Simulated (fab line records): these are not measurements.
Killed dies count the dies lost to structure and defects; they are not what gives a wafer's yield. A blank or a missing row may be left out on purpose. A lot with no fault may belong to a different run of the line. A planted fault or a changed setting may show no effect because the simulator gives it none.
fab line records	flow n5-finfet
[record] lots = 7	wafers = 21	last-day = 17
route steps=1938 shown MOL_CONTACT_COAG@547 BEOL_M4@1111 PASSIVATION@1936
lots untouched by any fault: they come from a run of this same line in which no faults occurred
start-h: hours from the record's opening day to when the first of the lot's shown wafers began	wait-h: hours from the lot's prior step to this one	" as in the row above	L1.1+2: a row that stands for several wafers	- no value, or no start given	* or withheld: withheld	< > ~ a bound
route shown NAME@n: names a module that has steps shown in the file, with the first one's number in the route	usual: the fault-free wafers' mean and standard deviation	same: alike in all rows	chamber/n: place in a boat	sites: readings site by site	_std_site: standard deviation of those values	_edge_site: inner sites' mean taken away from outer sites' mean	radius-mm: how far each site lies from the wafer's centre	mask NAME#n: copy n	behind: tool/chamber where the wafer was last shaped	hold: why the lot went on hold/how many hours it stayed there/how the hold came to an end	device: transistor that didn't switch, given as n, p or np	end of line: tests run on the same wafers once the route is complete	a step given without rows: its recipe and nothing more	killed: dies lost to structure and defects at the first sort, not the wafer's yield	map: per-die view of a wafer (x killed, . not killed, _ where there is no die)
set.NAME: the setting the step ran with; set.NAME@STEP: the setting that earlier step ran with	model.NAME: the simulator's own value behind a step, which no gauge read
lots at selected steps of the route; one table per step, one row per wafer
services: a tool's chamber out of use, with start hour (start-h, from the record's first day; less than 0 if before it), hours out, and reason
[[steps]]
[step N5_MOL_CONTACT_COAG_SPUTTER_143]
[recipe] material = Co	target-thk-a = 25	temp-c = 25	chamber-pressure-pa = 0.2
[usual] throttle-valve-pct = 29.9/0.84
lot.wafer	tool	chamber	start-h	wait-h	throttle-valve-pct
L922.1	pvd-sputter-02	-	111.98	0.0	30.9
L922.3	"	-	"	"	29.9
L922.4	"	-	"	"	29.9
L930.1	pvd-sputter-02	-	159.69	0.0	30.7
L930.3	"	-	"	"	30.0
L930.6	"	-	"	"	30.2
L932.1	pvd-sputter-01	-	168.27	0.0	30.3
L932.3	"	-	"	"	30.2
L932.6	"	-	"	"	30.4
L933.4	pvd-sputter-01	-	176.04	0.0	30.9
L933.5	"	-	"	"	30.5
L933.6	"	-	"	"	30.9
L935.1	pvd-sputter-02	-	188.29	0.0	30.3
L935.4	"	-	"	"	30.8
L935.5	"	-	"	"	30.1
L937.2	pvd-sputter-03	-	198.64	0.0	30.8
L937.3	"	-	"	"	29.6
L937.6	"	-	"	"	29.3
L942.1	pvd-sputter-02	-	233.28	0.0	31.1
L942.4	"	-	"	"	30.2
L942.6	"	-	"	"	30.7
[step N5_MOL_CONTACT_COAG_CO_FILL_22]
[recipe] material = Co	target-thk-a = 200	temp-c = 200	precursor = CCTBA/H2	pressure-torr = 30
[usual] heater-power-w = 248/23
lot.wafer	tool	chamber	start-h	wait-h	heater-power-w
L922.1	cvd-co-02	0	112.10	0.1	217
L922.3	"	1	"	"	294
L922.4	"	2	"	"	247
L930.1	cvd-co-02	2	159.81	0.1	258
L930.3	"	0	"	"	213
L930.6	"	2	"	"	258
L932.1	cvd-co-02	2	168.39	0.1	260
L932.3	"	2	"	"	258
L932.6	"	2	"	"	261
L933.4	cvd-co-02	1	176.45	0.4	290
L933.5	"	0	"	"	212
L933.6	"	2	"	"	251
L935.1	cvd-co-02	0	188.41	0.1	222
L935.4	"	2	"	"	249
L935.5	"	1	"	"	286
L937.2	cvd-co-01	1	198.76	0.1	233
L937.3	"	0	"	"	252
L937.6	"	1	"	"	238
L942.1	cvd-co-02	0	233.41	0.1	223
L942.4	"	2	"	"	253
L942.6	"	0	"	"	218
[step N5_MOL_CONTACT_COAG_ANNEAL_113]
[recipe] temp-c = 400	time-s = 300	ambient = H2/N2
[usual] anneal-temp-c-max = 402.4/0.57	lamp-power-pct = 2.874/0.016	lamp_zone_3_pct = 2.874/0.016	lamp_zone_5_pct = 2.874/0.017	wafer_temp_C_max = 402.2/0.56
lot.wafer	tool	chamber	start-h	wait-h	anneal-temp-c-max	lamp-power-pct	lamp_zone_3_pct	lamp_zone_5_pct	wafer_temp_C_max
L922.1	rtp-anneal-02	0	112.74	0.3	402.0	2.890	2.886	2.886	402.1
L922.3	"	0	"	"	402.0	2.886	2.886	2.883	401.9
L922.4	"	0	"	"	402.1	2.884	2.885	2.886	402.1
L930.1	rtp-anneal-01	0	160.42	0.3	403.5	2.853	2.849	2.847	402.4
L930.3	"	0	"	"	402.3	2.848	2.852	2.853	402.6
L930.6	"	0	"	"	403.4	2.853	2.850	2.854	402.7
L932.1	rtp-anneal-01	0	169.36	0.7	402.9	2.854	2.850	2.851	403.2
L932.3	"	0	"	"	402.5	2.853	2.853	2.853	402.2
L932.6	"	0	"	"	403.9	2.850	2.849	2.853	403.2
L933.4	rtp-anneal-01	0	177.39	0.6	402.6	2.852	2.852	2.847	403.3
L933.5	"	0	"	"	402.1	2.852	2.854	2.850	403.5
L933.6	"	0	"	"	403.9	2.849	2.853	2.851	402.6
L935.1	rtp-anneal-01	0	189.07	0.4	402.7	2.848	2.849	2.853	402.3
L935.4	"	0	"	"	403.6	2.854	2.853	2.849	402.8
L935.5	"	0	"	"	402.3	2.845	2.855	2.851	401.9
L937.2	rtp-anneal-02	0	199.58	0.5	402.6	2.887	2.885	2.883	401.6
L937.3	"	0	"	"	402.1	2.887	2.885	2.882	401.6
L937.6	"	0	"	"	402.1	2.882	2.884	2.884	401.6
L942.1	rtp-anneal-02	0	234.03	0.3	402.1	2.882	2.887	2.885	402.5
L942.4	"	0	"	"	402.1	2.884	2.887	2.885	401.7
L942.6	"	0	"	"	402.0	2.888	2.890	2.886	401.9
[step N5_MOL_CONTACT_COAG_PRE_CLEAN_142]
[recipe] gas = H2/He	time-s = 60	temp-c = 300
[step N5_MOL_CONTACT_COAG_SPUTTER_130]
[recipe] material = Co	target-thk-a = 475	temp-c = 25	chamber-pressure-pa = 0.5	power-w = 3000
[step N5_MOL_CONTACT_COAG_PRECLEAN_125]
[recipe] chemistry = DIW	time-s = 57.5	temp-c = 23
[step N5_MOL_CONTACT_COAG_SRD_126]
[recipe] dry-time-s = 32	dry = n2-spin	spin-rpm = 1500
[step N5_MOL_CONTACT_COAG_CMP_23]
[recipe] stop-on = SiO2	t-overpolish-s = 1.5	post-cmp-clean = cu-alkaline	down-force-psi = 2	platen-rpm = 50.289	pad-velocity-m-s = 1.0006	target-thk-nm = 0
[usual] motor-current-A = 7.7/0.81	overpolish-run-s = 1.501/0.0085	pad-life-wafers = 1249/540	time-to-endpoint-s = 10.4/2.2
lot.wafer	tool	chamber	start-h	wait-h	motor-current-A	overpolish-run-s	pad-life-wafers	time-to-endpoint-s
L922.3	cmp-01	1	115.06	0.0	6.4	1.510	1326	10.0
L922.1	"	3	"	"	8.3	1.505	1328	8.4
L922.4	"	0	"	"	7.1	1.495	1329	10.3
L930.1	cmp-03	1	162.06	0.1	8.6	1.499	1501	15.3
L930.3	"	3	"	"	7.8	1.505	1503	13.4
L930.6	"	0	"	"	8.1	1.497	-	10.2
L932.3	cmp-02	3	171.87	0.1	6.4	1.500	1082	10.0
L932.1	"	0	"	"	6.9	1.507	1083	14.6
L932.6	"	1	"	"	8.7	1.489	-	10.9
L933.4	cmp-02	2	180.44	0.1	8.2	1.513	1161	10.8
L933.5	"	3	"	"	6.2	1.503	-	10.3
L933.6	"	0	"	"	7.2	1.502	-	13.0
L935.1	cmp-01	0	190.90	0.0	6.8	1.494	1866	9.2
L935.4	"	1	"	"	7.0	1.487	1867	9.6
L935.5	"	1	"	"	6.6	1.503	-	8.9
L937.2	cmp-01	0	202.54	0.0	6.8	1.513	1992	9.5
L937.3	"	2	"	"	7.8	1.501	1994	11.6
L937.6	"	1	"	"	6.5	1.497	-	12.6
L942.1	cmp-01	2	235.36	0.1	8.0	1.508	182	9.2
L942.4	"	3	"	"	8.2	1.510	183	8.9
L942.6	"	0	"	"	7.0	1.496	-	6.7
[step N5_MOL_CONTACT_COAG_WET_ETCH_26]
[recipe] target = Co	target-depth-nm = 13
[step N5_MOL_CONTACT_COAG_WET_ETCH_116]
[recipe] chemistry = SC1-inhibited	target-depth-nm = 4.6	dry = ipa-marangoni	rinse-time-s = 30	rinse-temp-c = 23
[step N5_MOL_CONTACT_COAG_ALD_27]
[recipe] material = SiOC	target-thk-a = 170	temp-c = 400	ald-precursor-family = carbosiloxane	ald-co-reactant = H2-plasma	pulse-time-s = 1.5	time-s = 2720	purge-time-s = 2	co-reactant-purge-time-s = 2	ald-cycles = 340	pressure-torr = 2
[usual] ald-cycles = 340/0	heater-power-w = 865/99	precursor-pulse-height-rel = 0.999/0.021	run-length-s = 2769.9/0.56	time-s = 2720/0
[same] pulse-time-s = 1.5
lot.wafer	tool	chamber	start-h	wait-h	ald-cycles	heater-power-w	precursor-pulse-height-rel	run-length-s	time-s	model.SiOC_of_MOL_CONTACT_COAG_ALD_27.thk-nm
L922.1	ald-sin-03	1	115.88	0.0	340	911	1.000	2769.6	2720	17
L922.3	"	0	"	"	340	906	1.047	2769.6	2720	17
L922.4	"	2	"	"	340	832	0.977	2770.4	2720	17
L930.1	ald-sin-04	0	162.84	0.0	340	706	1.016	2769.8	2720	17
L930.3	"	2	"	"	340	780	0.985	2769.6	2720	17
L930.6	"	2	"	"	355	787	0.977	2889.5	2840	17.8
L932.1	ald-sin-04	1	172.66	0.0	340	855	0.987	2769.6	2720	17
L932.3	"	2	"	"	340	780	1.006	2769.4	2720	17
L932.6	"	3	"	"	355	749	0.990	2889.3	2840	18
L933.4	ald-sin-04	0	181.96	0.8	340	696	0.972	2769.1	2720	17
L933.5	"	1	"	"	355	818	0.983	2889.8	2840	17.8
L933.6	"	2	"	"	355	767	1.008	2889.3	2840	17.8
L935.1	ald-sin-02	1	191.72	0.0	340	836	1.005	2769.9	2720	17
L935.4	"	2	"	"	340	937	1.012	2770.0	2720	17
L935.5	"	0	"	"	340	1049	1.029	2770.3	2720	16.8
L937.2	ald-sin-02	0	203.36	0.0	340	1051	1.017	2770.0	2720	17
L937.3	"	2	"	"	340	932	1.011	2770.0	2720	17.2
L937.6	"	3	"	"	340	973	0.993	2770.5	2720	17
L942.1	ald-sin-04	3	236.16	0.1	340	757	1.009	2768.6	2720	17
L942.4	"	2	"	"	340	791	1.027	2769.5	2720	16.8
L942.6	"	0	"	"	340	697	0.949	2769.7	2720	17
[step N5_MOL_CONTACT_COAG_CMP_28]
[recipe] stop-on = SiNx	t-overpolish-s = 0.85	post-cmp-clean = alkaline-brush	down-force-psi = 4.15	platen-rpm = 51.8	pad-velocity-m-s = 1.0307	target-thk-nm = 14.522
[usual] motor-current-A = 11.8/1.3	pad-life-wafers = 1074/540	time-to-endpoint-s = 5.4/2.3
lot.wafer	tool	chamber	start-h	wait-h	motor-current-A	pad-life-wafers	time-to-endpoint-s
L922.4	cmp-02	1	117.44	0.8	12.8	696	8.3
L922.1	"	2	"	"	13.3	697	9.7
L922.3	"	0	"	"	10.5	699	11.5
L930.1	cmp-01	0	164.41	0.8	11.1	1722	4.2
L930.3	"	1	"	"	10.1	1723	7.3
L930.6	"	0	"	"	11.1	-	3.1
L932.3	cmp-02	1	174.27	0.8	12.8	1105	7.3
L932.1	"	2	"	"	12.4	1106	5.1
L932.6	"	0	"	"	11.2	-	7.6
L933.4	cmp-02	2	182.80	0.1	13.0	1165	2.1
L933.6	"	1	"	"	14.0	-	2.5
L933.5	"	2	"	"	12.7	-	2.5
L935.1	cmp-02	1	193.28	0.8	13.0	1212	2.8
L935.4	"	0	"	"	11.1	1215	5.0
L935.5	"	2	"	"	13.1	-	3.7
L937.3	cmp-02	1	204.93	0.8	12.8	1326	6.1
L937.2	"	3	"	"	9.3	1328	2.0
L937.6	"	2	"	"	12.7	-	4.6
L942.4	cmp-01	0	237.91	1.0	11.0	229	0.8
L942.1	"	2	"	"	11.8	231	3.4
L942.6	"	0	"	"	10.4	-	2.8
[step N5_BEOL_M4_RC_MEAS_101]
[usual] DIBL_N = 36.7/2.6	DIBL_P = 36.9/2.8	IOFF_N = 0.17/0.043	IOFF_P = 0.22/0.05	ION_N = 678/15	ION_P = 465/9.2	SS_N = 71.6/0.79	SS_P = 73.5/0.82	VT_N = 250/3.9	VT_P = -250/3.7
lot.wafer	tool	chamber	start-h	wait-h	DIBL_N[mV/V]	DIBL_P[mV/V]	IOFF_N[nA/um]	IOFF_P[nA/um]	ION_N[uA/um]	ION_P[uA/um]	SS_N[mV/dec]	SS_P[mV/dec]	VT_N[mV]	VT_P[mV]
L922.1	prober-02	0	203.06	0.0	38.1	38.2	0.19	0.25	675	466	71.3	73.5	247	-248
L922.3	"	0	"	"	38.5	38.1	0.19	0.26	688	478	71.6	74.0	247	-247
L922.4	"	0	"	"	36.4	35.1	0.15	0.20	678	468	71.5	72.5	249	-250
L930.1	prober-02	0	251.24	0.0	42.0	42.2	0.28	0.36	700	470	72.6	75.0	245	-244
L930.3	"	0	"	"	37.4	36.7	0.17	0.24	669	462	71.5	74.0	249	-249
L930.6	"	0	"	"	37.6	37.7	0.20	0.26	683	473	70.2	74.7	245	-246
L933.4	prober-02	0	252.64	1.1	36.0	35.4	0.13	0.18	667	456	71.1	72.8	256	-256
L933.5	"	0	"	"	32.0	31.4	0.08	0.12	629	436	69.5	72.2	262	-260
L933.6	"	0	"	"	37.1	37.6	0.16	0.22	662	457	71.7	74.3	253	-251
L932.1	prober-02	0	263.05	0.0	35.8	37.1	0.15	0.19	675	458	71.1	73.5	248	-253
L932.3	"	0	"	"	34.4	35.6	0.13	0.16	673	460	70.9	72.9	250	-254
L932.6	"	0	"	"	36.6	37.2	0.16	0.18	680	461	71.4	73.6	251	-253
L935.1	prober-02	0	269.62	0.0	36.2	36.6	0.16	0.23	689	477	71.5	74.0	249	-249
L935.4	"	0	"	"	37.0	37.1	0.16	0.23	669	462	72.0	73.8	251	-250
L935.5	"	0	"	"	36.6	37.5	0.16	0.24	663	459	71.4	73.4	250	-248
L937.2	prober-01	0	292.25	0.2	37.1	37.0	0.18	0.23	687	460	72.3	73.4	249	-247
L937.3	"	0	"	"	33.1	33.7	0.13	0.19	685	474	70.9	72.8	247	-250
L937.6	"	0	"	"	33.6	34.6	0.13	0.20	674	473	71.3	72.9	250	-250
L942.1	prober-02	0	309.58	0.0	40.2	41.8	0.21	0.26	690	467	72.0	73.5	248	-249
L942.4	"	0	"	"	38.7	40.5	0.17	0.25	680	474	72.8	73.3	253	-251
L942.6	"	0	"	"	37.8	39.3	0.15	0.24	662	467	71.0	74.0	254	-251
[step N5_PASSIVATION_PROBE_49]
[usual] defect-limited-yield = 91.0/1.4	killed_at_M0_to_M3 = 36/9.6	killed_at_M4_up = 14/6.1	killed-at-contacts = 13/6.6	killed-at-front-end = 40/11	killed-at-other = 3.2/2.9	killed-dies = 106/17	killed-open = 71/12	killed-short = 33/7.3	sort_bin_4_leakage = 0.02/0.11	sort_bin_5_function = 5.3/1	sort_bin_6_memory = 3.4/0.68	sort_bin_8_speed = 0.0/0.51	sort-n-pass = 1073/19	sort-yield-pct = 91.0/1.6
[same] gross-dies = 1180	killed-at-back-side = 0
lot.wafer	tool	chamber	start-h	wait-h	defect-limited-yield[%]	killed_at_M0_to_M3	killed_at_M4_up	killed-at-contacts	killed-at-front-end	killed-at-other	killed-dies	killed-open	killed-short	sort_bin_4_leakage[%]	sort_bin_5_function[%]	sort_bin_6_memory[%]	sort_bin_8_speed[%]	sort-n-pass	sort-yield-pct[%]
L922.1	prober-01	-	315.19	0.0	91.2	34	11	8	46	5	104	73	30	0	5.2	3.4	0	1076	91.2
L922.3	prober-01	-	315.29	0.1	90.4	37	14	10	46	6	113	80	32	0	5.4	4.0	0	1067	90.4
L922.4	prober-01	-	315.34	0.2	91.6	33	6	13	44	3	99	72	27	0	4.2	3.9	0	1081	91.6
L930.3	prober-02	-	357.79	0.5	88.6	46	6	23	54	5	134	99	35	0	6.0	4.9	0	1046	88.6
L932.1	prober-02	-	365.94	0.0	92.5	26	14	19	26	4	89	64	24	0	4.2	3.0	0	1091	92.5
L932.3	prober-02	-	366.04	0.1	92.5	25	11	23	27	2	88	62	26	0	4.7	2.6	0	1092	92.5
L932.6	prober-02	-	366.19	0.3	90.7	39	23	8	34	6	110	76	33	0	6.0	3.1	0	1070	90.7
L935.1	prober-01	-	372.59	0.0	90.0	39	21	14	41	3	118	81	34	0	6.4	3.1	0	1062	90.0
L935.4	prober-01	-	372.74	0.2	91.7	29	23	14	30	2	98	68	27	0	5.1	2.7	0	1082	91.7
L935.5	prober-01	-	372.79	0.2	88.5	37	23	26	48	2	136	88	47	0	5.8	5.5	0	1044	88.5
L937.2	prober-02	-	391.47	0.1	92.9	32	8	14	26	4	84	63	20	0	4.2	2.7	0	1096	92.9
L937.3	prober-02	-	391.52	0.1	91.0	40	15	10	40	1	106	73	32	0	4.7	3.6	0	1074	91.0
L937.6	prober-02	-	391.67	0.3	90.8	37	9	17	44	1	108	71	32	0	5.8	3.1	0	1072	90.8
L942.1	prober-01	-	413.89	0.0	92.3	47	14	3	26	1	91	62	27	0	3.9	3.6	0	1089	92.3
L942.4	prober-01	-	414.04	0.2	89.8	57	11	4	48	0	120	84	33	0	6.1	3.9	0	1060	89.8
L942.6	prober-01	-	414.14	0.3	90.8	33	15	10	44	6	108	65	40	0	4.8	3.8	0	1072	90.8
// killed by level:class
L922.1 BEOL_M2:geometric-particle:open=11 STI_FIN_REVEAL:geometric-particle:open=10 GATE_CUT:geometric-particle:open=7 MOL_CONTACT_COAG:geometric-particle:open=7 FIN_SAQP:geometric-particle:open=5 BEOL_M5:geometric-particle:open=5 BEOL_M3:geometric-particle:open=5 STARTING-WAFER:geometric-particle:short=5
L922.3 BEOL_M1:geometric-particle:open=9 DUMMY_GATE:geometric-particle:open=8 MOL_CONTACT_COAG:geometric-particle:open=8 STI_FIN_REVEAL:geometric-particle:open=7 BEOL_M0_SAQP:geometric-particle:open=7 BEOL_M4:geometric-particle:open=7 FIN_SAQP:geometric-particle:open=6 GATE_CUT:geometric-particle:short=5
L922.4 STI_FIN_REVEAL:geometric-particle:open=16 MOL_CONTACT_COAG:geometric-particle:open=11 BEOL_M0_SAQP:geometric-particle:open=8 BEOL_M1:geometric-particle:open=8 FIN_SAQP:geometric-particle:short=7 BEOL_M0_SAQP:geometric-particle:short=6 BEOL_M2:geometric-particle:open=6 FIN_SAQP:geometric-particle:open=4
L930.3 STI_FIN_REVEAL:geometric-particle:open=22 BEOL_M3:geometric-particle:open=20 MOL_CONTACT_COAG:geometric-particle:open=19 BEOL_M1:geometric-particle:open=7 FIN_SAQP:geometric-particle:short=5 FIN_SAQP:geometric-particle:open=4 STI_FIN_REVEAL:geometric-particle:short=4 BEOL_M2:geometric-particle:open=4
L932.1 MOL_CONTACT_COAG:geometric-particle:open=14 BEOL_M4:geometric-particle:open=10 BEOL_M0_SAQP:geometric-particle:short=8 BEOL_M2:geometric-particle:open=7 STI_FIN_REVEAL:geometric-particle:open=5 DUMMY_GATE:geometric-particle:open=5 MOL_CONTACT_COAG:geometric-particle:short=5 BEOL_M1:geometric-particle:open=5
L932.3 MOL_CONTACT_COAG:geometric-particle:open=21 STI_FIN_REVEAL:geometric-particle:open=8 BEOL_M0_SAQP:geometric-particle:short=7 BEOL_M0_SAQP:geometric-particle:open=6 FIN_SAQP:geometric-particle:short=4 STARTING-WAFER:geometric-particle:short=4 BEOL_M5:geometric-particle:open=4 ILD0:geometric-particle:open=3
L932.6 BEOL_M0_SAQP:geometric-particle:open=11 FIN_SAQP:geometric-particle:open=9 BEOL_M4:geometric-particle:open=9 BEOL_M3:geometric-particle:open=8 BEOL_M2:geometric-particle:open=7 STI_FIN_REVEAL:geometric-particle:open=6 GATE_CUT:geometric-particle:short=5 BEOL_M1:geometric-particle:open=5
L935.1 STI_FIN_REVEAL:geometric-particle:open=15 BEOL_M0_SAQP:geometric-particle:open=13 MOL_CONTACT_COAG:geometric-particle:open=11 BEOL_M4:geometric-particle:open=9 FIN_SAQP:geometric-particle:short=5 STI_FIN_REVEAL:geometric-particle:short=5 BEOL_M0_SAQP:geometric-particle:short=5 BEOL_M1:geometric-particle:open=5
L935.4 MOL_CONTACT_COAG:geometric-particle:open=10 BEOL_M4:geometric-particle:open=10 STI_FIN_REVEAL:geometric-particle:open=8 BEOL_M0_SAQP:geometric-particle:short=6 FIN_SAQP:geometric-particle:open=5 DUMMY_GATE:geometric-particle:open=5 BEOL_M0_SAQP:geometric-particle:open=5 BEOL_M0:geometric-particle:open=5
L935.5 MOL_CONTACT_COAG:geometric-particle:open=18 BEOL_M4:geometric-particle:open=13 BEOL_M0_SAQP:geometric-particle:short=13 STI_FIN_REVEAL:geometric-particle:open=10 FIN_SAQP:geometric-particle:open=8 MOL_CONTACT_COAG:geometric-particle:short=8 BEOL_M0_SAQP:geometric-particle:open=7 FIN_SAQP:geometric-particle:short=6
L937.2 MOL_CONTACT_COAG:geometric-particle:open=14 STI_FIN_REVEAL:geometric-particle:open=7 BEOL_M3:geometric-particle:open=7 BEOL_M1:geometric-particle:open=7 FIN_SAQP:geometric-particle:short=5 BEOL_M2:geometric-particle:open=5 DUMMY_GATE:geometric-particle:open=4 BEOL_M0_SAQP:geometric-particle:open=3
L937.3 MOL_CONTACT_COAG:geometric-particle:open=9 BEOL_M3:geometric-particle:open=9 FIN_SAQP:geometric-particle:short=7 BEOL_M0_SAQP:geometric-particle:short=7 BEOL_M2:geometric-particle:open=7 FIN_SAQP:geometric-particle:open=6 BEOL_M4:geometric-particle:open=6 BEOL_M0:geometric-particle:open=6
L937.6 MOL_CONTACT_COAG:geometric-particle:open=11 BEOL_M3:geometric-particle:open=11 STI_FIN_REVEAL:geometric-particle:open=9 MOL_CONTACT_COAG:geometric-particle:short=6 STI_FIN_REVEAL:geometric-particle:short=5 DUMMY_GATE:geometric-particle:open=5 BEOL_M0_SAQP:geometric-particle:open=5 BEOL_M2:geometric-particle:open=5
L942.1 BEOL_M0_SAQP:geometric-particle:open=10 BEOL_M2:geometric-particle:open=8 BEOL_M3:geometric-particle:open=8 BEOL_M1:geometric-particle:open=7 BEOL_M0_SAQP:geometric-particle:short=6 BEOL_M4:geometric-particle:open=6 STI_FIN_REVEAL:geometric-particle:open=4 STARTING-WAFER:geometric-particle:short=4
L942.4 BEOL_M0_SAQP:geometric-particle:open=19 BEOL_M0_SAQP:geometric-particle:short=16 STI_FIN_REVEAL:geometric-particle:open=12 FIN_SAQP:geometric-particle:open=9 BEOL_M1:geometric-particle:open=9 FIN_SAQP:geometric-particle:short=6 BEOL_M3:geometric-particle:open=5 BEOL_M8:geometric-particle:open=5
L942.6 FIN_SAQP:geometric-particle:short=9 BEOL_M0_SAQP:geometric-particle:open=9 STI_FIN_REVEAL:geometric-particle:open=8 MOL_CONTACT_COAG:geometric-particle:open=8 BEOL_M0_SAQP:geometric-particle:short=7 GATE_CUT:geometric-particle:short=6 GATE_CUT:geometric-particle:open=5 BEOL_M5:geometric-particle:open=5
[[services]]
tool	chamber	start-h	hours	kind
ald-sin-03	0	95.21	2.7	repair
ald-sin-04	0	99.25	-	clean
ald-sin-04	1	99.25	-	clean
ald-sin-04	2	99.25	-	clean
cmp-03	-	113.30	3.5	pm
cmp-01	-	117.16	2.3	repair
pvd-sputter-01	-	118.61	0.7	repair
pvd-sputter-03	-	125.88	24.5	repair
cmp-01	-	135.57	5.0	pm
cmp-02	-	140.53	4.1	pm
ald-sin-03	3	143.82	2.7	repair
pvd-sputter-02	-	144.92	10.0	repair
cvd-co-02	1	164.60	4.2	repair
ald-sin-02	-	176.78	14.0	pm
ald-sin-04	3	178.63	5.6	repair
cmp-01	-	182.47	3.7	repair
cvd-co-02	-	184.99	0.3	repair
cmp-03	-	203.28	10.6	pm
cmp-02	-	209.96	6.6	pm
cmp-01	-	210.77	4.0	pm
cmp-01	-	214.77	-	consumable-replace:conditioner
cmp-01	-	214.77	-	consumable-replace:pad
cmp-03	-	231.85	4.0	pm
cmp-03	-	235.85	9.1	pm
[[key]]
[first-sign] step = N5_MOL_CONTACT_COAG_ALD_27	reading = ald-cycles	direction = up	sigmas = 99+	usual = *	struck = *
[effect] step = N5_MOL_CONTACT_COAG_ALD_27	reading = time-s	direction = up	sigmas = 99+	usual = *	struck = *
[model-effect] step = N5_MOL_CONTACT_COAG_ALD_27	value = SiOC_of_MOL_CONTACT_COAG_ALD_27.thk-nm	without = 17.1	struck = 17.85
met-at N5_MOL_CONTACT_COAG_ALD_27
struck-wafers L930.6,L932.6,L933.5,L933.6
[fault] kind = process-parameter-drift	tool = ald-sin-04	chamber = -	onset-h = 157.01	steps = N5_MOL_CONTACT_COAG_ALD_27	channel = ald-cycles	offset = *	shape = step	end-h = 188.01	scope = struck-wafers-only	acts-in = *	stated = *
